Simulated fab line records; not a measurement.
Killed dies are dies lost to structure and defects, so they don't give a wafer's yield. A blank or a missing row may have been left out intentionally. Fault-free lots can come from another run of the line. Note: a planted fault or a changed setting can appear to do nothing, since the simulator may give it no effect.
The tool behind it: which one? + flow n5Finfet + 12 lots with 31 wafers sampled at 4 steps, on a route of 1938 steps

WHAT THE GAUGES SHOWED, per wafer
N5_PASSIVATION_OVL_MEAS_63.
| lot  | measured     | on         | PAD_OVL (nm) |
|------|--------------|------------|--------------|
| L384 | day 12 16:23 | overlay-02 | 6 3 -10      |
| L389 | day 13 16:22 | overlay-01 | -4 -6 -13    |
| L390 | day 14 03:19 | overlay-02 | 0 2 6        |
| L392 | day 14 18:56 | overlay-02 | 3 -1         |
| L395 | day 15 22:54 | overlay-02 | -7 6 -5      |
| L396 | day 16 03:30 | overlay-02 | -10 -4 -5    |
| L397 | day 16 21:13 | overlay-01 | 8 9 6        |
| L399 | day 17 08:59 | overlay-02 | -10 -15 -14  |
| L400 | day 17 08:56 | overlay-01 | 5 3 3        |
| L401 | day 17 13:18 | overlay-02 | -3           |
| L403 | day 17 14:44 | overlay-01 | -1           |
| L406 | day 18 23:49 | overlay-01 | 1 -11 -6     |

WHAT TOOL EACH LOT RAN ON (gives the tool, then ch and the chambers of the sampled wafers, and finally the start)
| lot  | N5_BEOL_M11_STRIP_19              | N5_PASSIVATION_PASS_ETCH_74       | N5_PASSIVATION_AL_DEP_21    |
|------|-----------------------------------|-----------------------------------|-----------------------------|
| L384 | rieDiel-04 ch 0,1, day 10 18:11   | rieDiel-04 ch 1,2, day 12 14:58   | pvdSputter-01, day 12 15:45 |
| L389 | rieDiel-06 ch 1,2,3, day 11 16:24 | rieDiel-04 ch 0,3, day 13 14:37   | pvdSputter-02, day 13 15:52 |
| L390 | rieDiel-04 ch 0,1,2, day 12 00:27 | rieDiel-06 ch 2,3, day 14 01:52   | pvdSputter-01, day 14 02:41 |
| L392 | rieDiel-06 ch 0,3, day 12 22:46   | rieDiel-06 ch 1,2, day 14 17:13   | pvdSputter-01, day 14 18:31 |
| L395 | rieDiel-06 ch 0,1,2, day 14 03:13 | rieDiel-04 ch 1,3, day 15 21:23   | pvdSputter-02, day 15 22:16 |
| L396 | rieDiel-02 ch 0,1,3, day 14 11:10 | rieDiel-06 ch 2,3, day 16 02:11   | pvdSputter-03, day 16 03:00 |
| L397 | rieDiel-06 ch 0,3, day 15 06:11   | rieDiel-06 ch 1,3, day 16 19:26   | pvdSputter-02, day 16 20:35 |
| L399 | rieDiel-06 ch 2,3, day 15 13:39   | rieDiel-02 ch 1,2, day 17 07:30   | pvdSputter-02, day 17 08:29 |
| L400 | rieDiel-02 ch 1,2, day 15 15:41   | rieDiel-06 ch 2,3, day 17 07:20   | pvdSputter-03, day 17 08:19 |
| L401 | rieDiel-06 ch 1, day 15 17:09     | rieDiel-02 ch 1, day 17 10:29     | pvdSputter-02, day 17 12:48 |
| L403 | rieDiel-06 ch 1, day 16 00:54     | rieDiel-06 ch 2, day 17 13:05     | pvdSputter-02, day 17 14:17 |
| L406 | rieDiel-04 ch 0,3, day 16 20:27   | rieDiel-02 ch 1,2,3, day 18 22:22 | pvdSputter-02, day 18 23:11 |
- N5_BEOL_M11_STRIP_19: strips in O2.
- N5_PASSIVATION_PASS_ETCH_74: etches SiNx in CF4/O2, target depth 220 nm, time 110 s.
- N5_PASSIVATION_AL_DEP_21: deposits Al, target thk 2800 nm, time 170 s.

WHAT THE TOOLS THEMSELVES READ (means of the sampled wafers that have a number; where no wafer has one, the mark that the record gives instead)
N5_BEOL_M11_STRIP_19.
| lot  | tool       | drypumpMotorCurrentA (A) | oesProductAu (a.u.) | rfVppV (V) | showerheadPlenumPTorr (Torr) | throttleValvePct (%) |
|------|------------|--------------------------|---------------------|------------|------------------------------|----------------------|
| L384 | rieDiel-04 | 6.0                      | 0.72                | 4.2        | 2.15                         | 16.45                |
| L389 | rieDiel-06 | 5.6                      | 0.78                | 3.6        | 2.04                         | 16.52                |
| L390 | rieDiel-04 | 5.5                      | 0.71                | 3.4        | 2.15                         | 16.60                |
| L392 | rieDiel-06 | 5.6                      | 0.69                | 3.2        | 2.09                         | 16.93                |
| L395 | rieDiel-06 | 5.8                      | 0.77                | 4.0        | 2.10                         | 16.66                |
| L396 | rieDiel-02 | 6.0                      | 0.83                | 3.9        | 2.11                         | 16.33                |
| L397 | rieDiel-06 | 5.7                      | 0.70                | 3.6        | 2.12                         | 17.00                |
| L399 | rieDiel-06 | 5.5                      | 0.73                | 3.5        | 2.00                         | 16.75                |
| L400 | rieDiel-02 | 5.9                      | 0.77                | 3.9        | 2.06                         | 16.63                |
| L401 | rieDiel-06 | 5.4                      | 0.79                | 4.5        | 2.09                         | 16.27                |
| L403 | rieDiel-06 | 5.4                      | 0.80                | 4.0        | 2.09                         | 16.28                |
| L406 | rieDiel-04 | 5.5                      | 0.76                | 3.0        | 2.17                         | 16.63                |

N5_PASSIVATION_PASS_ETCH_74.
| lot  | tool       | drypumpMotorCurrentA (A) | oesProductAu (a.u.) | rfVppV (V) | showerheadPlenumPTorr (Torr) | throttleValvePct (%) |
|------|------------|--------------------------|---------------------|------------|------------------------------|----------------------|
| L384 | rieDiel-04 | 5.8                      | 0.70                | 240        | 2.28                         | 15.98                |
| L389 | rieDiel-04 | 5.5                      | 0.79                | 235        | 2.30                         | 15.96                |
| L390 | rieDiel-06 | 5.8                      | 0.80                | 234        | 2.13                         | 16.05                |
| L392 | rieDiel-06 | 5.8                      | 0.81                | 234        | 2.17                         | 15.88                |
| L395 | rieDiel-04 | 6.0                      | 0.82                | 242        | 2.32                         | 15.83                |
| L396 | rieDiel-06 | 5.9                      | 0.78                | 235        | 2.12                         | 16.09                |
| L397 | rieDiel-06 | 5.2                      | 0.72                | 234        | 2.12                         | 15.90                |
| L399 | rieDiel-02 | 5.5                      | 0.84                | 242        | 2.19                         | 15.68                |
| L400 | rieDiel-06 | 5.9                      | 0.76                | 234        | 2.12                         | 16.10                |
| L401 | rieDiel-02 | 5.1                      | 0.90                | 249        | 2.25                         | 15.45                |
| L403 | rieDiel-06 | 6.2                      | 0.81                | 234        | 2.14                         | 16.15                |
| L406 | rieDiel-02 | 6.0                      | 0.91                | 239        | 2.25                         | 15.61                |

N5_PASSIVATION_AL_DEP_21.
| lot  | tool          | throttleValvePct (%) |
|------|---------------|----------------------|
| L384 | pvdSputter-01 | 29.4                 |
| L389 | pvdSputter-02 | 30.2                 |
| L390 | pvdSputter-01 | 29.7                 |
| L392 | pvdSputter-01 | 30.4                 |
| L395 | pvdSputter-02 | 30.2                 |
| L396 | pvdSputter-03 | 29.8                 |
| L397 | pvdSputter-02 | 29.9                 |
| L399 | pvdSputter-02 | 30.0                 |
| L400 | pvdSputter-03 | 30.6                 |
| L401 | pvdSputter-02 | 29.6                 |
| L403 | pvdSputter-02 | 30.0                 |
| L406 | pvdSputter-02 | 29.9                 |

THE ANSWER, worked out from the rows above alone
Rule: usual is defined by the lots themselves. The widest of any qualifying gaps counts: lots, ordered by their means at a reading, are off when they make up no more than a third of the lots, leave a main group of 4 or more, and stand apart from it by 3 or more times the standard deviation of that group's means. A main group whose means are all the same, to the digits that the tables above print for the reading, isn't used. A lot without any number at a reading at which 4 lots or more have one is off too. The other lots that the step has rows for count as sound. Order of review: gauges by route order, followed by the tools' own readings, for which a lot's mean as printed above is used. At the first step where some lot is off, the reading lying furthest off is the one used; lots without a number count as furthest.
Across all readings shown, no lot is off: no conclusion can be drawn from this.

WHAT WAS PUT IN BY THE SIMULATOR
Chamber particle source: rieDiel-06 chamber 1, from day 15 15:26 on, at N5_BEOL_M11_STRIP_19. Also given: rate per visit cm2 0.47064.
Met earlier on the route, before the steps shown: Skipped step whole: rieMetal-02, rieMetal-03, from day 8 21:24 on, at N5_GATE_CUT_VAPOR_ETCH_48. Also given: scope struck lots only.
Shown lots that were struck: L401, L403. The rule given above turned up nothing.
